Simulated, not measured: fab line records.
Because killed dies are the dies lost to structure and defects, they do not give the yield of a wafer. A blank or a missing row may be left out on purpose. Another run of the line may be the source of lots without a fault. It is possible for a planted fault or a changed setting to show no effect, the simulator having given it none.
fab line records ; flow nand_harc ; part 2 of 2: steps 32 to 42 of 42
[record] lots = 5; wafers = 15; last_day = 33
route steps=1302 shown P_ZERO_WELL@10
lots that met no fault: from a run of the same line without faults
start_h: hours from the record's opening day to when the first of the lot's shown wafers began ; wait_h: time in hours since the lot's previous step ; " unchanged from the row above ; L1.1+2: a single row standing in for several wafers ; - no value present, or no start provided ; * or withheld: withheld ; < > ~ a bound
route shown NAME@n: names a module that has steps shown in the file, with the first one's number in the route ; usual: average and standard deviation across the fault-free wafers ; same: alike in all rows ; chamber/n: place in a boat ; sites: readings site by site ; _std_site: standard deviation of those values ; _edge_site: inner sites' mean taken away from outer sites' mean ; radius_mm: how far each site lies from the wafer's centre ; mask NAME#n: copy n ; behind: the last tool/chamber to shape the wafer ; hold: why the lot went on hold/how many hours it stayed there/how the hold came to an end ; device: transistor that didn't switch, given as n, p or np ; end of line: tests run on the same wafers once the route is complete ; a step with no rows: only its recipe ; killed: the dies lost at the first sort to structure and to defects; this is not the yield of the wafer ; map: dies across one wafer; x = killed, . = not, _ = none there
set.NAME: the setting as run; set.NAME@STEP: as run at that earlier step ; model.NAME: the simulator's own value behind a step, which no gauge read
lots at some steps of the route; a table a step, a row a wafer
services: the hour from which a tool's chamber was out of use, counted from the record's first day as start_h (under 0 if before that day), plus the number of hours and why
[[steps]]
[step NHARC_P_ZERO_WELL_EXPOSE_34]
[recipe] na = 0.6; target_cd_nm = 720; dose_mj = 22.31; mask_id = P_PWELL
lot.wafer;tool;chamber;start_h;wait_h;mask
L087.1+3+4;krf_scanner-04;0;153.95;-;P_PWELL#0
L088.1+2+3;krf_scanner-02;0;163.94;-;P_PWELL#0
L089.1+2+3;krf_scanner-04;0;173.97;-;P_PWELL#0
L090.1+3+6;krf_scanner-02;0;184.08;-;P_PWELL#0
L097.1+4+6;krf_scanner-04;0;253.93;-;P_PWELL#0
[step NHARC_P_ZERO_WELL_PEB_35]
[recipe] peb_temp_c = 118; peb_time_s = 85
lot.wafer;tool;chamber;start_h;wait_h
L087.1+3+4;litho_track-05;0;154.02;0.1
L088.1+2+3;litho_track-05;0;164.01;0.1
L089.1+2+3;litho_track-03;0;174.03;0.1
L090.1+3+6;litho_track-03;0;184.14;0.1
L097.1+4+6;litho_track-05;0;254.00;0.1
[step NHARC_P_ZERO_WELL_DEVELOP_36]
[recipe] time_s = 70
lot.wafer;tool;chamber;start_h;wait_h
L087.1+3+4;litho_track-05;0;-;-
L088.1+2+3;litho_track-05;0;-;-
L089.1+2+3;litho_track-03;0;-;-
L090.1+3+6;litho_track-03;0;-;-
L097.1+4+6;litho_track-05;0;-;-
[step NHARC_P_ZERO_WELL_CD_MEAS_37]
[recipe] target_cd_nm = 720; landing_energy_ev = 500
[usual] cd_nm = 720.2/1.5
lot.wafer;tool;chamber;start_h;wait_h;cd_nm
L087.1;cd_sem-03;0;154.11;-;722.3
L087.3;cd_sem-03;0;154.11;-;717.9
L087.4;cd_sem-03;0;154.11;-;719.5
L088.1;cd_sem-03;0;164.10;-;720.6
L088.2;cd_sem-03;0;164.10;-;721.2
L088.3;cd_sem-03;0;164.10;-;718.2
L089.1;cd_sem-03;0;174.12;-;722.8
L089.2;cd_sem-03;0;174.12;-;723.4
L089.3;cd_sem-03;0;174.12;-;721.6
L090.1;cd_sem-01;0;184.23;-;719.9
L090.3;cd_sem-01;0;184.23;-;719.6
L090.6;cd_sem-01;0;184.23;-;721.0
L097.1;cd_sem-03;0;254.09;-;720.7
L097.4;cd_sem-03;0;254.09;-;721.6
L097.6;cd_sem-03;0;254.09;-;720.7
[step NHARC_P_ZERO_WELL_HARDBAKE_38]
[recipe] temp_c = 125; time_s = 80
lot.wafer;tool;chamber;start_h;wait_h
L087.1+3+4;litho_track-07;0;154.19;-
L088.1+2+3;litho_track-03;0;164.18;-
L089.1+2+3;litho_track-05;0;174.20;-
L090.1+3+6;litho_track-07;0;184.31;-
L097.1+4+6;litho_track-05;0;254.17;-
[step NHARC_P_ZERO_WELL_DESCUM_39]
[recipe] time_s = 3; o2_flow_sccm = 200; ar_flow_sccm = 0; bias_power_w = 0; chemistry = O2
[usual] drypump_motor_current_A = 6.0/0.44; o2_flow_sccm = 200.0/0.62; oes_product_au = 1.000/0.0066; rf_vpp_V = 57.6/0.81; showerhead_plenum_p_Torr = 1.86/0.067; throttle_valve_pct = 11.311/0.0094
[same] bias_power_w = 0
lot.wafer;tool;chamber;start_h;wait_h;drypump_motor_current_A;o2_flow_sccm;oes_product_au;rf_hours_counter_h;rf_vpp_V;showerhead_plenum_p_Torr;throttle_valve_pct
L087.4;rie_diel-13;3;154.27;-;6.6;200.9;1.000;49;57.4;1.85;11.294
L087.1;rie_diel-13;0;154.27;-;6.0;200.8;0.995;44;57.9;1.95;11.300
L087.3;rie_diel-13;2;154.27;-;5.9;200.0;0.995;59;58.0;1.95;11.313
L088.2;rie_diel-03;3;164.26;-;6.2;200.2;1.008;16;57.1;1.92;11.301
L088.1;rie_diel-03;1;164.26;-;5.2;200.2;0.995;18;57.7;1.77;11.310
L088.3;rie_diel-03;2;164.26;-;5.0;200.1;0.990;15;57.5;1.89;11.305
L089.1;rie_diel-12;2;174.28;-;6.3;199.3;1.005;26;57.2;1.91;11.311
L089.3;rie_diel-12;3;174.28;-;5.9;200.5;0.980;28;56.7;1.77;11.320
L089.2;rie_diel-12;0;174.28;-;6.2;200.3;1.010;27;57.0;1.87;11.320
L090.1;rie_diel-12;2;186.32;-;6.3;200.0;1.005;32;57.1;1.91;11.301
L090.3;rie_diel-12;3;186.32;-;5.9;200.2;0.994;32;56.4;1.77;11.307
L090.6;rie_diel-12;0;186.32;-;6.2;199.4;1.007;-;57.3;1.87;11.312
L097.4;rie_diel-03;0;254.25;-;6.0;200.9;0.995;43;56.8;1.93;11.321
L097.1;rie_diel-03;2;254.25;-;5.0;199.8;0.994;44;56.6;1.89;11.313
L097.6;rie_diel-03;0;254.25;-;6.0;199.2;0.996;-;57.9;1.93;11.302
[step NHARC_P_ZERO_WELL_IMPLANT_40]
[recipe] energy_kev = 300; dose_cm2 = 1e+13; tilt_deg = 7
[usual] beam_on_s = 10.00/0.19; dose_ions_cm2 = 9.998e+12/9.7e+09
lot.wafer;tool;chamber;start_h;wait_h;beam_on_s;dose_ions_cm2
L087.1;implanter-01;0;154.41;0.1;9.99;1.0008e+13
L087.3;implanter-01;0;154.41;0.1;9.72;1.0017e+13
L087.4;implanter-01;0;154.41;0.1;9.82;1.0004e+13
L088.1;implanter-02;0;164.43;0.1;9.80;9.989e+12
L088.2;implanter-02;0;164.43;0.1;9.88;9.983e+12
L088.3;implanter-02;0;164.43;0.1;9.95;9.993e+12
L089.1;implanter-02;0;174.43;0.1;10.24;9.996e+12
L089.2;implanter-02;0;174.43;0.1;9.75;1e+13
L089.3;implanter-02;0;174.43;0.1;10.13;9.992e+12
L090.1;implanter-02;0;186.44;0.1;9.65;9.998e+12
L090.3;implanter-02;0;186.44;0.1;9.72;1.0005e+13
L090.6;implanter-02;0;186.44;0.1;9.80;1.0004e+13
L097.1;implanter-02;0;254.39;0.1;9.95;9.99e+12
L097.4;implanter-02;0;254.39;0.1;9.92;1.0019e+13
L097.6;implanter-02;0;254.39;0.1;10.03;9.975e+12
[step NHARC_P_ZERO_WELL_IMPLANT_59]
[recipe] energy_kev = 120; dose_cm2 = 5e+12; tilt_deg = 7
[usual] beam_on_s = 9.98/0.22; dose_ions_cm2 = 5e+12/5.3e+09
lot.wafer;tool;chamber;start_h;wait_h;beam_on_s;dose_ions_cm2
L087.1;implanter-01;0;154.59;0.1;9.50;4.996e+12
L087.3;implanter-01;0;154.59;0.1;9.97;4.999e+12
L087.4;implanter-01;0;154.59;0.1;9.84;5e+12
L088.1;implanter-02;0;164.61;0.2;10.17;5.002e+12
L088.2;implanter-02;0;164.61;0.2;9.96;5.001e+12
L088.3;implanter-02;0;164.61;0.2;10.05;4.997e+12
L089.1;implanter-02;0;174.61;0.2;9.79;4.994e+12
L089.2;implanter-02;0;174.61;0.2;10.24;4.996e+12
L089.3;implanter-02;0;174.61;0.2;9.60;5.002e+12
L090.1;implanter-02;0;186.62;0.2;10.19;5.005e+12
L090.3;implanter-02;0;186.62;0.2;9.80;4.998e+12
L090.6;implanter-02;0;186.62;0.2;10.02;5.007e+12
L097.1;implanter-02;0;254.57;0.1;10.14;4.998e+12
L097.4;implanter-02;0;254.57;0.1;9.44;5.008e+12
L097.6;implanter-02;0;254.57;0.1;10.05;4.997e+12
[step NHARC_P_ZERO_WELL_IMPLANT_60]
[recipe] energy_kev = 30; dose_cm2 = 2e+12; tilt_deg = 7
[usual] beam_on_s = 9.99/0.21; dose_ions_cm2 = 1.9998e+12/2.4e+09
lot.wafer;tool;chamber;start_h;wait_h;beam_on_s;dose_ions_cm2
L087.1;implanter-01;0;154.77;0.1;10.37;2.0009e+12
L087.3;implanter-01;0;154.77;0.1;10.10;2.0009e+12
L087.4;implanter-01;0;154.77;0.1;9.69;1.9993e+12
L088.1;implanter-02;0;164.79;0.2;10.31;2.0008e+12
L088.2;implanter-02;0;164.79;0.2;9.80;1.9987e+12
L088.3;implanter-02;0;164.79;0.2;9.99;1.9988e+12
L089.1;implanter-02;0;174.79;0.2;9.87;1.9989e+12
L089.2;implanter-02;0;174.79;0.2;10.18;1.9987e+12
L089.3;implanter-02;0;174.79;0.2;9.86;1.9995e+12
L090.1;implanter-02;0;186.80;0.2;9.74;1.997e+12
L090.3;implanter-02;0;186.80;0.2;10.13;1.9985e+12
L090.6;implanter-02;0;186.80;0.2;9.96;1.9969e+12
L097.1;implanter-02;0;254.76;0.2;9.95;2.0005e+12
L097.4;implanter-02;0;254.76;0.2;10.02;2.0008e+12
L097.6;implanter-02;0;254.76;0.2;9.90;2.0012e+12
[step NHARC_P_ZERO_WELL_STRIP_41]
[recipe] time_s = 840; temp_c = 130; chemistry = SPM
lot.wafer;tool;chamber;start_h;wait_h
L087.4+1+3;wet_bench-05;6,7,0;155.01;0.1
L088.3+2+1;wet_bench-04;2,5,6;165.00;0.1
L089.1+2+3;wet_bench-05;6,7,2;175.01;0.2
L090.1+6+3;wet_bench-01;4,6,7;187.06;0.2
L097.6+4+1;wet_bench-04;5,6,0;254.97;0.0
[step NHARC_P_ZERO_WELL_DEHYDRATE_44]
[recipe] temp_c = 150; time_s = 120
lot.wafer;tool;chamber;start_h;wait_h
L087.1+3+4;litho_track-05;0;155.36;-
L088.1+2+3;litho_track-05;0;165.33;-
L089.1+2+3;litho_track-05;0;175.34;-
L090.1+3+6;litho_track-03;0;187.37;-
L097.1+4+6;litho_track-03;0;255.30;-
[[services]]
tool;chamber;start_h;hours;kind
rie_diel-12;0;131.76;2.1;repair
implanter-02;-;146.00;13.0;pm
rie_diel-12;0;149.56;-;clean
rie_diel-12;1;149.56;-;clean
rie_diel-12;2;149.56;-;clean
rie_diel-12;3;149.56;-;clean
rie_si-02;-;151.87;0.4;repair
rie_diel-03;0;155.76;11.8;repair
krf_scanner-04;-;156.11;4.0;repair
rie_diel-12;1;159.57;2.8;repair
rie_diel-13;-;165.08;9.0;pm
rie_si-01;3;179.36;2.5;repair
rie_diel-13;0;187.06;2.8;repair
rie_si-01;-;193.00;9.0;pm
rie_diel-12;3;193.36;5.1;repair
rie_diel-03;3;206.14;10.4;repair
implanter-02;-;225.31;2.9;repair
wet_bench-04;-;227.20;8.0;pm
krf_scanner-04;-;239.18;1.4;repair
rie_diel-13;3;245.28;6.7;repair
rie_si-06;-;249.00;9.0;pm
litho_track-07;-;251.01;7.0;pm
rie_diel-13;2;254.17;14.4;repair
krf_scanner-01;-;254.33;0.6;repair
